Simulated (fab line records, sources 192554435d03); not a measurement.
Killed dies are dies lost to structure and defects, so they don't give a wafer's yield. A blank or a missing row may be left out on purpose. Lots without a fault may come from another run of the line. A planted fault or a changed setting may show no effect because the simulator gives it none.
Chamber matching | flow n5_finfet | N5_BEOL_M5_ETCH_61 on rie_diel-03: 4 sister chambers
The step etches SiARC in CF4, target depth 15.6 nm, time 26 s. 4 wafers are shown with their chamber, then 11 later ones without.

WAFERS WITH THEIR CHAMBER
wafer  | chamber | showerhead_plenum_p_Torr (Torr)
L089.3 | 2       | 2.21
L090.5 | 0       | 2.12
L090.6 | 3       | 2.27
L092.1 | 1       | 2.06

WAFERS WITHOUT THEIR CHAMBER
wafer  | showerhead_plenum_p_Torr (Torr)
L092.2 | 2.12
L092.5 | 2.21
L095.1 | 2.20
L095.2 | 2.27
L095.3 | 2.06
L094.2 | 2.26
L094.3 | 2.06
L094.6 | 2.06
L096.1 | 2.06
L096.4 | 2.20
L096.5 | 2.06

WHICH CHAMBER EACH WENT THROUGH
wafer  | from the rows above | in truth
L092.2 | 0                   | 0
L092.5 | 2                   | 2
L095.1 | 2                   | 2
L095.2 | 3                   | 3
L095.3 | 1                   | 1
L094.2 | 3                   | 3
L094.3 | 1                   | 1
L094.6 | 1                   | 1
L096.1 | 1                   | 1
L096.4 | 2                   | 2
L096.5 | 1                   | 1
Placed correctly: 11 of 11. Can't be placed from these rows: 0. Placed wrongly: 0.
How it was worked out, from the rows above alone: a wafer's distance from a chamber is the root of the sum, over the readings, of the square of ((its reading less the chamber's mean) divided by the reading's scatter). The wafer belongs to the nearest chamber; if the next one is less than 2 further off, it can't be placed. A chamber's mean is the mean of its shown wafers. The scatter: with one shown wafer a chamber, the root of the mean of the squares of how far each hidden wafer lies from its nearest shown one.
